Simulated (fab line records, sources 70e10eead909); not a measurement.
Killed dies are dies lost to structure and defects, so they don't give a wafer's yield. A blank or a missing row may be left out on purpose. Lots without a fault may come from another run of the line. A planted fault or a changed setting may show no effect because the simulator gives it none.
Which tool did it? | flow nand_harc | 24 lots, 72 wafers sampled, at 6 steps of a route of 1159

WHAT THE GAUGES READ, wafer by wafer
NHARC_A_M0_INSPECT_27. Usual: raw_defect_count 463, standard deviation 140.
lot  | measured     | on                | raw_defect_count | flag
L075 | day 18 01:29 | defect_inspect-02 | 337 391 396      |
L074 | day 18 01:49 | defect_inspect-02 | 368 357 435      |
L076 | day 18 03:41 | defect_inspect-01 | 280 440 309      |
L077 | day 18 04:31 | defect_inspect-01 | 464 537 512      |
L078 | day 18 17:50 | defect_inspect-02 | 368 309 383      |
L079 | day 18 21:13 | defect_inspect-02 | 483 483 419      |
L080 | day 19 06:51 | defect_inspect-01 | 333 344 343      |
L081 | day 19 11:44 | defect_inspect-02 | 336 280 267      |
L082 | day 20 00:38 | defect_inspect-02 | 630 570 395      |
L083 | day 20 01:05 | defect_inspect-02 | 659 344 532      |
L084 | day 20 04:31 | defect_inspect-01 | 554 505 468      |
L085 | day 20 09:31 | defect_inspect-02 | 1347 669 519     |
L086 | day 20 12:13 | defect_inspect-02 | 525 475 522      |
L088 | day 20 14:17 | defect_inspect-02 | 383 378 463      |
L087 | day 20 19:26 | defect_inspect-02 | 379 398 547      |
L089 | day 22 08:40 | defect_inspect-01 | 562 729 526      |
L092 | day 22 09:04 | defect_inspect-01 | 440 558 381      |
L090 | day 22 09:24 | defect_inspect-01 | 291 367 312      |
L091 | day 22 09:50 | defect_inspect-01 | 407 294 432      |
L093 | day 22 16:52 | defect_inspect-02 | 408 660 449      |
L094 | day 22 23:12 | defect_inspect-01 | 513 564 399      |
L096 | day 23 03:23 | defect_inspect-01 | 558 601 493      |
L095 | day 23 08:59 | defect_inspect-01 | 269 361 247      |
L097 | day 23 16:14 | defect_inspect-01 | 592 681 633      |

NHARC_A_M1_OVL_MEAS_10: pitch 240 nm. Usual: overlay_x_nm 0.0 nm, standard deviation 0.66; overlay_y_nm 0.1 nm, standard deviation 0.84.
lot  | measured     | on         | overlay_x_nm (nm) | overlay_y_nm (nm) | flag
L075 | day 18 02:51 | overlay-01 | -0.3 0.0 0.2      | 1.1 0.7 1.1       |
L074 | day 18 03:18 | overlay-02 | 0.9 1.2 0.2       | -0.5 -0.4 -0.3    |
L076 | day 18 05:22 | overlay-02 | -0.1 -0.6 -0.1    | -0.8 -1.8 -1.2    |
L077 | day 18 06:00 | overlay-01 | 1.1 1.2 1.2       | -0.4 0.4 -0.5     |
L078 | day 18 19:14 | overlay-01 | -0.4 0.6 0.0      | 0.4 0.0 0.1       |
L079 | day 18 22:41 | overlay-02 | 0.0 0.6 0.1       | 0.6 0.2 0.9       |
L080 | day 19 08:20 | overlay-02 | 0.5 -0.3 -0.1     | 0.8 0.2 0.6       |
L081 | day 19 13:14 | overlay-02 | 0.1 -0.3 -0.3     | 0.7 0.9 0.8       |
L082 | day 20 02:18 | overlay-01 | 0.7 1.1 0.8       | 0.3 0.4 0.3       |
L083 | day 20 03:07 | overlay-02 | 0.0 -0.7 -0.3     | 1.7 1.5 2.0       |
L084 | day 20 06:06 | overlay-02 | -0.3 -1.3 -1.8    | -0.4 0.3 -0.9     |
L085 | day 20 11:01 | overlay-01 | 0.6 1.0 0.9       | 1.0 0.6 0.4       |
L086 | day 20 13:33 | overlay-02 | 0.6 0.3 0.1       | 0.4 0.4 0.4       |
L088 | day 20 15:52 | overlay-01 | -0.5 -0.5 -0.3    | 0.5 0.4 0.1       |
L087 | day 20 20:55 | overlay-01 | 0.9 0.6 1.0       | -1.2 -0.8 -1.3    |
L089 | day 22 10:02 | overlay-02 | -0.4 -0.4 0.1     | 1.0 1.3 -0.2      |
L092 | day 22 10:33 | overlay-02 | -0.7 -1.2 -0.5    | -1.5 -1.3 -0.9    |
L090 | day 22 10:54 | overlay-02 | -1.3 -0.2 -0.9    | -0.1 -0.2 -0.3    |
L091 | day 22 11:19 | overlay-02 | -0.9 -0.8 -0.9    | 0.5 0.5 0.5       |
L093 | day 22 18:24 | overlay-02 | -0.3 -0.9 -0.4    | 0.7 0.4 0.9       |
L094 | day 23 01:23 | overlay-01 | -0.2 -0.1 -0.3    | -0.4 -0.4 -0.6    |
L096 | day 23 04:46 | overlay-01 | 0.3 0.6 0.6       | 0.1 0.1 -0.1      |
L095 | day 23 10:28 | overlay-02 | 0.0 0.1 0.7       | 0.2 -0.6 -0.2     |
L097 | day 23 17:44 | overlay-02 | -0.7 -0.4 0.0     | -2.0 -2.0 -1.6    |

NHARC_A_BONDPAD_THK_MEAS_20: measures by xrf. Usual: thk_nm 170.0 nm, standard deviation 1.5.
lot  | measured     | on            | thk_nm (nm)       | flag
L075 | day 18 10:00 | film_metro-01 | 172.3 171.0 168.0 |
L074 | day 18 10:51 | film_metro-02 | 170.3 170.3 168.9 |
L076 | day 18 13:03 | film_metro-01 | 169.3 169.9 170.1 |
L077 | day 18 13:08 | film_metro-02 | 169.4 171.6 171.4 |
L078 | day 19 02:25 | film_metro-02 | 168.5 170.0 172.1 |
L079 | day 19 05:53 | film_metro-02 | 170.5 172.2 172.5 |
L080 | day 19 15:29 | film_metro-01 | 168.0 168.1 169.6 |
L081 | day 19 20:27 | film_metro-01 | 169.5 167.4 169.4 |
L082 | day 20 09:37 | film_metro-01 | 169.8 167.3 169.7 |
L083 | day 20 10:17 | film_metro-01 | 170.4 169.9 170.9 |
L084 | day 20 13:21 | film_metro-02 | 168.7 169.6 168.1 |
L085 | day 20 20:06 | film_metro-02 | 169.7 166.8 167.8 |
L086 | day 20 20:43 | film_metro-02 | 170.7 168.4 169.0 |
L088 | day 20 23:10 | film_metro-01 | 170.9 169.0 170.6 |
L087 | day 21 04:11 | film_metro-02 | 168.1 168.7 174.1 |
L089 | day 22 17:25 | film_metro-02 | 171.4 171.2 169.1 |
L092 | day 22 17:55 | film_metro-01 | 166.4 169.3 170.9 |
L090 | day 22 18:38 | film_metro-02 | 167.5 173.4 170.4 |
L091 | day 22 19:10 | film_metro-02 | 170.9 169.7 169.8 |
L093 | day 23 01:37 | film_metro-01 | 168.4 168.8 172.0 |
L094 | day 23 08:31 | film_metro-02 | 169.5 169.7 170.6 |
L096 | day 23 12:01 | film_metro-01 | 170.9 171.5 167.4 |
L095 | day 23 18:17 | film_metro-01 | 168.3 168.8 169.8 |
L097 | day 24 00:52 | film_metro-02 | 171.0 168.5 169.3 |

NHARC_HYBRID_BOND_OVL_MEAS_05. Usual: overlay_x_nm -2 nm, standard deviation 33; overlay_y_nm 4 nm, standard deviation 32.
lot  | measured     | on         | overlay_x_nm (nm) | overlay_y_nm (nm) | flag
L075 | day 18 22:46 | overlay-02 | 16 -8 23          | 51 -38 -15        |
L074 | day 18 22:46 | overlay-01 | -22 -3 4          | 6 1 -25           |
L076 | day 18 22:47 | overlay-02 | -4 8 69           | 67 50 -13         |
L077 | day 18 22:47 | overlay-01 | -2 -16 9          | -39 17 -23        |
L078 | day 19 18:46 | overlay-02 | 28 17 -74         | -14 30 24         |
L079 | day 19 18:46 | overlay-01 | 49 36 -3          | -5 0 -37          |
L080 | day 20 03:28 | overlay-01 | 14 33 3           | 25 -5 -40         |
L081 | day 20 03:28 | overlay-02 | -2 31 -66         | -7 45 -14         |
L082 | day 20 20:49 | overlay-01 | -25 -40 -39       | 12 -18 16         |
L083 | day 20 20:49 | overlay-02 | 11 -25 -34        | -16 16 29         |
L084 | day 20 20:49 | overlay-02 | 65 36 -48         | -16 24 1          |
L085 | day 21 08:16 | overlay-01 | -38 33 -7         | -30 -23 8         |
L086 | day 21 08:16 | overlay-02 | -34 45 -40        | -17 -70 31        |
L088 | day 21 08:17 | overlay-01 | 41 -29 84         | -5 79 -4          |
L087 | day 21 14:06 | overlay-01 | -3 22 -39         | 41 32 36          |
L089 | day 23 05:19 | overlay-02 | 11 41 -6          | 40 -12 57         |
L092 | day 23 05:19 | overlay-02 | -76 -57 31        | -12 43 -7         |
L090 | day 23 05:19 | overlay-01 | -17 14 -44        | 75 86 -18         |
L091 | day 23 05:20 | overlay-01 | -14 -6 1          | 6 56 -3           |
L093 | day 23 11:39 | overlay-01 | 12 20 4           | 35 14 -23         |
L094 | day 23 19:21 | overlay-01 | 14 15 -44         | -16 70 25         |
L096 | day 23 19:21 | overlay-02 | -33 -72 39        | -47 10 -18        |
L095 | day 24 04:17 | overlay-01 | 25 -37 30         | 46 7 0            |
L097 | day 24 13:05 | overlay-01 | -53 26 -50        | 26 -26 10         |

WHICH TOOL RAN EACH LOT (tool, then ch and the chambers of the sampled wafers, then the start)
lot  | NHARC_A_M0_DEP_32               | NHARC_A_M1_PRE_CLEAN_30
L075 | pecvd-01 ch 1,2, day 18 01:38   | pvd_sputter-03, day 18 10:00 or earlier
L074 | pecvd-03 ch 0,1,2, day 18 01:58 | pvd_sputter-01, day 18 10:51 or earlier
L076 | pecvd-03 ch 0,1,2, day 18 03:55 | pvd_sputter-03, day 18 13:03 or earlier
L077 | pecvd-01 ch 0,1,2, day 18 04:47 | pvd_sputter-02, day 18 13:08 or earlier
L078 | pecvd-04 ch 0,1,2, day 18 17:59 | pvd_sputter-02, day 19 02:25 or earlier
L079 | pecvd-04 ch 0,1,2, day 18 21:22 | pvd_sputter-03, day 19 05:53 or earlier
L080 | pecvd-01 ch 0,1, day 19 07:02   | pvd_sputter-02, day 19 15:29 or earlier
L081 | pecvd-04 ch 1,2, day 19 11:53   | pvd_sputter-03, day 19 20:27 or earlier
L082 | pecvd-04 ch 0,1,2, day 20 00:47 | pvd_sputter-01, day 20 09:37 or earlier
L083 | pecvd-04 ch 1,2, day 20 01:47   | pvd_sputter-02, day 20 10:17 or earlier
L084 | pecvd-03 ch 0,1,2, day 20 04:47 | pvd_sputter-02, day 20 13:21 or earlier
L085 | pecvd-03 ch 1,2, day 20 09:44   | pvd_sputter-03, day 20 20:06 or earlier
L086 | pecvd-03 ch 1,2, day 20 12:22   | pvd_sputter-03, day 20 20:43 or earlier
L088 | pecvd-01 ch 1,2, day 20 14:31   | pvd_sputter-01, day 20 23:10 or earlier
L087 | pecvd-01 ch 0,1,2, day 20 19:37 | pvd_sputter-02, day 21 04:11 or earlier
L089 | pecvd-04 ch 0,1,2, day 22 08:49 | pvd_sputter-03, day 22 17:25 or earlier
L092 | pecvd-01 ch 0,1,2, day 22 09:13 | pvd_sputter-02, day 22 17:55 or earlier
L090 | pecvd-01 ch 0,1, day 22 09:34   | pvd_sputter-03, day 22 18:38 or earlier
L091 | pecvd-01 ch 0,1,2, day 22 10:06 | pvd_sputter-02, day 22 19:10 or earlier
L093 | pecvd-01 ch 0,1,2, day 22 17:07 | pvd_sputter-03, day 23 01:37 or earlier
L094 | pecvd-03 ch 0,1, day 23 00:05   | pvd_sputter-01, day 23 08:31 or earlier
L096 | pecvd-03 ch 0,1,2, day 23 03:32 | pvd_sputter-02, day 23 12:01 or earlier
L095 | pecvd-03 ch 0,1, day 23 09:10   | pvd_sputter-02, day 23 18:17 or earlier
L097 | pecvd-01 ch 0,1, day 23 16:28   | pvd_sputter-02, day 24 00:52 or earlier
- NHARC_A_M0_DEP_32: deposits SiCN, target thk 30 nm.
- NHARC_A_M1_PRE_CLEAN_30: time 30 s.

WHAT THE TOOLS THEMSELVES READ (means of the sampled wafers that have a number; where no wafer has one, the mark that the record gives instead)
NHARC_A_M0_DEP_32. Usual: chamber_pressure_Torr 3.000 Torr, standard deviation 0.0068; heater_power_w 571 W, standard deviation 62.
lot  | tool     | chamber_pressure_Torr (Torr) | heater_power_w (W) | flag
L075 | pecvd-01 | 2.997                        | 610                |
L074 | pecvd-03 | 2.995                        | 561                |
L076 | pecvd-03 | 3.001                        | 560                |
L077 | pecvd-01 | 2.998                        | 600                |
L078 | pecvd-04 | 2.996                        | 585                |
L079 | pecvd-04 | 3.002                        | 583                |
L080 | pecvd-01 | 3.003                        | 569                |
L081 | pecvd-04 | 2.993                        | 593                |
L082 | pecvd-04 | 3.004                        | 593                |
L083 | pecvd-04 | 3.001                        | 576                |
L084 | pecvd-03 | 3.001                        | 518                |
L085 | pecvd-03 | 3.000                        | 599                |
L086 | pecvd-03 | 3.003                        | 598                |
L088 | pecvd-01 | 2.997                        | 627                |
L087 | pecvd-01 | 3.014                        | 589                |
L089 | pecvd-04 | 2.991                        | 573                |
L092 | pecvd-01 | 2.998                        | 571                |
L090 | pecvd-01 | 2.998                        | 618                |
L091 | pecvd-01 | 3.001                        | 569                |
L093 | pecvd-01 | 2.999                        | 571                |
L094 | pecvd-03 | 3.001                        | 565                |
L096 | pecvd-03 | 3.000                        | 540                |
L095 | pecvd-03 | 2.998                        | 585                |
L097 | pecvd-01 | 2.991                        | 579                |

NHARC_A_M1_PRE_CLEAN_30. Usual: heater_power_w 388 W, standard deviation 34.
lot  | tool           | heater_power_w (W) | flag
L075 | pvd_sputter-03 | 374                |
L074 | pvd_sputter-01 | 402                |
L076 | pvd_sputter-03 | 391                |
L077 | pvd_sputter-02 | 362                |
L078 | pvd_sputter-02 | 358                |
L079 | pvd_sputter-03 | 361                |
L080 | pvd_sputter-02 | 361                |
L081 | pvd_sputter-03 | 405                |
L082 | pvd_sputter-01 | 403                |
L083 | pvd_sputter-02 | 376                |
L084 | pvd_sputter-02 | 361                |
L085 | pvd_sputter-03 | 389                |
L086 | pvd_sputter-03 | 406                |
L088 | pvd_sputter-01 | 423                |
L087 | pvd_sputter-02 | 349                |
L089 | pvd_sputter-03 | 387                |
L092 | pvd_sputter-02 | 388                |
L090 | pvd_sputter-03 | 405                |
L091 | pvd_sputter-02 | 385                |
L093 | pvd_sputter-03 | 397                |
L094 | pvd_sputter-01 | 420                |
L096 | pvd_sputter-02 | 367                |
L095 | pvd_sputter-02 | 345                |
L097 | pvd_sputter-02 | 376                |

THE ANSWER, worked out from the rows above alone
Rule: a lot is off if the mean of its wafers that have a number lies more than 3 standard deviations from the usual mean. A lot without any number at a reading at which 4 lots or more have one is off too. The other lots that the step has rows for count as sound. The gauges are gone through in route order, then the tools' own readings, and for those a lot's mean is taken as printed above. The first step at which some lot is off is used, and at that step the reading that is off furthest; a lot without a number counts as furthest.
No lot is off at any reading shown: from this, nothing can be told.

WHAT THE SIMULATOR HAD PUT IN
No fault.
